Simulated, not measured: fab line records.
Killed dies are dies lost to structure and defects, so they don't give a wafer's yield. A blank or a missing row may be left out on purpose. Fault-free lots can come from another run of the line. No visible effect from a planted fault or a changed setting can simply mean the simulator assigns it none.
Matching of chambers :: flow nand-harc :: NHARC_A_BONDPAD_DESCUM_11 on rie-diel-02 has 4 sister chambers
The step chemistry O2, time 3 s. 24 wafers are shown with their chamber, then 12 later ones without.

## WAFERS PAIRED WITH THEIR CHAMBERS
wafer: L076.3
chamber: 2
drypump-motor-current-A (A): 5.2
throttle-valve-pct (%): 11.309
rf-vpp-V (V): 57.1

wafer: L076.5
chamber: 2
drypump-motor-current-A (A): 5.2
throttle-valve-pct (%): 11.321
rf-vpp-V (V): 57.6

wafer: L076.6
chamber: 3
drypump-motor-current-A (A): 5.6
throttle-valve-pct (%): 11.302
rf-vpp-V (V): 57.3

wafer: L080.1
chamber: 1
drypump-motor-current-A (A): 6.8
throttle-valve-pct (%): 11.305
rf-vpp-V (V): 59.1

wafer: L080.5
chamber: 1
drypump-motor-current-A (A): 6.8
throttle-valve-pct (%): 11.299
rf-vpp-V (V): 59.0

wafer: L080.6
chamber: 2
drypump-motor-current-A (A): 5.2
throttle-valve-pct (%): 11.301
rf-vpp-V (V): 57.1

wafer: L079.3
chamber: 1
drypump-motor-current-A (A): 6.8
throttle-valve-pct (%): 11.299
rf-vpp-V (V): 57.9

wafer: L079.4
chamber: 3
drypump-motor-current-A (A): 5.6
throttle-valve-pct (%): 11.306
rf-vpp-V (V): 59.4

wafer: L079.5
chamber: 1
drypump-motor-current-A (A): 6.8
throttle-valve-pct (%): 11.309
rf-vpp-V (V): 58.4

wafer: L081.2
chamber: 3
drypump-motor-current-A (A): 5.6
throttle-valve-pct (%): 11.323
rf-vpp-V (V): 57.9

wafer: L081.4
chamber: 1
drypump-motor-current-A (A): 6.8
throttle-valve-pct (%): 11.301
rf-vpp-V (V): 58.6

wafer: L081.5
chamber: 1
drypump-motor-current-A (A): 6.8
throttle-valve-pct (%): 11.324
rf-vpp-V (V): 57.7

wafer: L083.1
chamber: 2
drypump-motor-current-A (A): 5.2
throttle-valve-pct (%): 11.311
rf-vpp-V (V): 57.4

wafer: L083.4
chamber: 2
drypump-motor-current-A (A): 5.2
throttle-valve-pct (%): 11.296
rf-vpp-V (V): 57.9

wafer: L083.5
chamber: 1
drypump-motor-current-A (A): 6.8
throttle-valve-pct (%): 11.314
rf-vpp-V (V): 57.2

wafer: L084.2
chamber: 0
drypump-motor-current-A (A): 6.0
throttle-valve-pct (%): 11.321
rf-vpp-V (V): 58.5

wafer: L084.3
chamber: 2
drypump-motor-current-A (A): 5.2
throttle-valve-pct (%): 11.311
rf-vpp-V (V): 56.4

wafer: L084.5
chamber: 0
drypump-motor-current-A (A): 6.0
throttle-valve-pct (%): 11.321
rf-vpp-V (V): 57.2

wafer: L086.1
chamber: 3
drypump-motor-current-A (A): 5.6
throttle-valve-pct (%): 11.301
rf-vpp-V (V): 55.9

wafer: L086.3
chamber: 2
drypump-motor-current-A (A): 5.2
throttle-valve-pct (%): 11.310
rf-vpp-V (V): 57.6

wafer: L086.4
chamber: 1
drypump-motor-current-A (A): 6.8
throttle-valve-pct (%): 11.316
rf-vpp-V (V): 58.3

wafer: L089.2
chamber: 2
drypump-motor-current-A (A): 5.2
throttle-valve-pct (%): 11.317
rf-vpp-V (V): 57.4

wafer: L089.3
chamber: 0
drypump-motor-current-A (A): 6.0
throttle-valve-pct (%): 11.319
rf-vpp-V (V): 57.8

wafer: L089.6
chamber: 3
drypump-motor-current-A (A): 5.5
throttle-valve-pct (%): 11.294
rf-vpp-V (V): 57.0

SIGNATURES (means of the wafers above)
reading: drypump-motor-current-A
chamber 0: 6.000
chamber 1: 6.800
chamber 2: 5.200
chamber 3: 5.580
scatter within a chamber: 0.02

reading: throttle-valve-pct
chamber 0: 11.32033
chamber 1: 11.30837
chamber 2: 11.30950
chamber 3: 11.30520
scatter within a chamber: 0.00865

reading: rf-vpp-V
chamber 0: 57.833
chamber 1: 58.275
chamber 2: 57.312
chamber 3: 57.500
scatter within a chamber: 0.77
Rule: for each reading, subtract the chamber's mean from the wafer's reading, divide by that reading's scatter and square the result; add these up over the readings and take the root, which gives the wafer's distance from the chamber. The wafer belongs to the nearest chamber; if the next one is less than 2 further off, it can't be placed. The scatter: the root of (the sum of the squares of (reading less its chamber's mean) over the shown wafers, divided by (wafers less chambers)).

## WAFERS WHOSE CHAMBER IS MISSING
wafer: L091.1
drypump-motor-current-A (A): 5.6
throttle-valve-pct (%): 11.310
rf-vpp-V (V): 57.2

wafer: L091.3
drypump-motor-current-A (A): 6.0
throttle-valve-pct (%): 11.309
rf-vpp-V (V): 57.7

wafer: L091.6
drypump-motor-current-A (A): 5.6
throttle-valve-pct (%): 11.290
rf-vpp-V (V): 55.9

wafer: L095.1
drypump-motor-current-A (A): 5.6
throttle-valve-pct (%): 11.316
rf-vpp-V (V): 56.6

wafer: L095.3
drypump-motor-current-A (A): 6.8
throttle-valve-pct (%): 11.327
rf-vpp-V (V): 57.2

wafer: L095.5
drypump-motor-current-A (A): 6.0
throttle-valve-pct (%): 11.304
rf-vpp-V (V): 58.2

wafer: L094.1
drypump-motor-current-A (A): 5.6
throttle-valve-pct (%): 11.306
rf-vpp-V (V): 57.4

wafer: L094.4
drypump-motor-current-A (A): 5.6
throttle-valve-pct (%): 11.320
rf-vpp-V (V): 57.6

wafer: L094.6
drypump-motor-current-A (A): 6.0
throttle-valve-pct (%): 11.309
rf-vpp-V (V): 57.8

wafer: L096.3
drypump-motor-current-A (A): 6.0
throttle-valve-pct (%): 11.309
rf-vpp-V (V): 59.0

wafer: L096.4
drypump-motor-current-A (A): 6.0
throttle-valve-pct (%): 11.313
rf-vpp-V (V): 57.4

wafer: L096.5
drypump-motor-current-A (A): 6.8
throttle-valve-pct (%): 11.304
rf-vpp-V (V): 58.2

## EACH ONE'S CHAMBER
wafer: L091.1
from the rows above: 3
in truth: 3

wafer: L091.3
from the rows above: 0
in truth: 0

wafer: L091.6
from the rows above: 3
in truth: 3

wafer: L095.1
from the rows above: 3
in truth: 3

wafer: L095.3
from the rows above: 1
in truth: 1

wafer: L095.5
from the rows above: 0
in truth: 0

wafer: L094.1
from the rows above: 3
in truth: 3

wafer: L094.4
from the rows above: 3
in truth: 3

wafer: L094.6
from the rows above: 0
in truth: 0

wafer: L096.3
from the rows above: 0
in truth: 0

wafer: L096.4
from the rows above: 0
in truth: 0

wafer: L096.5
from the rows above: 1
in truth: 1
Placed correctly: 12 of 12. Can't be placed from these rows: 0. Wrongly placed: 0.
